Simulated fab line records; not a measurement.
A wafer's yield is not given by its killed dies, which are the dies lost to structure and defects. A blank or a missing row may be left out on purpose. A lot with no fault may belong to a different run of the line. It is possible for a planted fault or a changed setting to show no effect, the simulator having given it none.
Chamber matching :: flow nand harc :: 4 sister chambers for NHARC_P_CONTACT_DESCUM_17 on rie diel-11
The step chemistry O2, time 3 s. 4 wafers are shown with their chamber, then 10 later ones without.

== WAFERS, EACH WITH ITS CHAMBER ==
wafer: L084.1
chamber: 3
drypump motor current A (A): 5.91

wafer: L084.2
chamber: 2
drypump motor current A (A): 5.57

wafer: L085.1
chamber: 0
drypump motor current A (A): 5.38

wafer: L085.3
chamber: 1
drypump motor current A (A): 5.52

== WAFERS WITH NO CHAMBER GIVEN ==
wafer: L085.4
drypump motor current A (A): 5.57

wafer: L089.2
drypump motor current A (A): 5.60

wafer: L089.4
drypump motor current A (A): 5.88

wafer: L089.5
drypump motor current A (A): 5.61

wafer: L088.2
drypump motor current A (A): 5.38

wafer: L088.3
drypump motor current A (A): 5.61

wafer: L088.6
drypump motor current A (A): 5.63

wafer: L094.1
drypump motor current A (A): 5.55

wafer: L094.4
drypump motor current A (A): 5.49

wafer: L094.6
drypump motor current A (A): 5.56

== EACH ONE'S CHAMBER ==
wafer: L085.4
from the rows above: can't be placed: 2 or 1
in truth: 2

wafer: L089.2
from the rows above: can't be placed: 2 or 1
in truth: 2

wafer: L089.4
from the rows above: 3
in truth: 3

wafer: L089.5
from the rows above: can't be placed: 2 or 1
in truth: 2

wafer: L088.2
from the rows above: 0
in truth: 0

wafer: L088.3
from the rows above: can't be placed: 2 or 1
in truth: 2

wafer: L088.6
from the rows above: can't be placed: 2 or 1
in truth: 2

wafer: L094.1
from the rows above: can't be placed: 2 or 1
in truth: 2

wafer: L094.4
from the rows above: can't be placed: 1 or 2
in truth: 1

wafer: L094.6
from the rows above: can't be placed: 2 or 1
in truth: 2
Placed correctly: 2 of 10. Not placeable from these rows: 8 (in 8, the candidates include the true chamber). Wrongly placed: 0.
How it was worked out, from the rows above alone: a wafer's distance from a chamber is the root of the sum, over the readings, of the square of ((its reading less the chamber's mean) divided by the reading's scatter). If the next closest chamber is less than 2 further off than the closest, the wafer can't be placed; otherwise it belongs to the closest. A chamber's mean is the mean of its shown wafers. The scatter (one wafer shown for each chamber): square how far every hidden wafer sits from the nearest shown wafer, average those squares and take the square root.
